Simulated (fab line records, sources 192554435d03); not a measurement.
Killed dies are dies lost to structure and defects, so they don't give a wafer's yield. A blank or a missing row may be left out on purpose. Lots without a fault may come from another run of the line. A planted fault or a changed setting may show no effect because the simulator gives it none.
Chamber matching | flow n5_finfet | N5_SDB_ETCH_25 on rie_diel-04: 4 sister chambers
The step etches SiO2 in C4F6/O2, target depth 10 nm, time 3.3 s. 4 wafers are shown with their chamber, then 8 later ones without.

WAFERS WITH THEIR CHAMBER
wafer  | chamber | showerhead_plenum_p_Torr (Torr)
L088.1 | 1       | 2.94
L091.3 | 3       | 2.81
L091.6 | 2       | 2.81
L093.1 | 0       | 3.00

WAFERS WITHOUT THEIR CHAMBER
wafer  | showerhead_plenum_p_Torr (Torr)
L093.4 | 2.81
L093.6 | 2.80
L094.1 | 2.80
L094.2 | 3.00
L094.3 | 2.81
L095.3 | 2.80
L095.5 | 2.80
L095.6 | 2.80

WHICH CHAMBER EACH WENT THROUGH
wafer  | from the rows above     | in truth
L093.4 | can't be placed: 2 or 3 | 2
L093.6 | can't be placed: 2 or 3 | 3
L094.1 | can't be placed: 2 or 3 | 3
L094.2 | 0                       | 0
L094.3 | can't be placed: 2 or 3 | 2
L095.3 | can't be placed: 2 or 3 | 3
L095.5 | can't be placed: 2 or 3 | 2
L095.6 | can't be placed: 2 or 3 | 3
Placed correctly: 1 of 8. Can't be placed from these rows: 7 (the true chamber is among the candidates in 7). Placed wrongly: 0.
How it was worked out, from the rows above alone: a wafer's distance from a chamber is the root of the sum, over the readings, of the square of ((its reading less the chamber's mean) divided by the reading's scatter). The wafer belongs to the nearest chamber; if the next one is less than 2 further off, it can't be placed. A chamber's mean is the mean of its shown wafers. The scatter: with one shown wafer a chamber, the root of the mean of the squares of how far each hidden wafer lies from its nearest shown one.
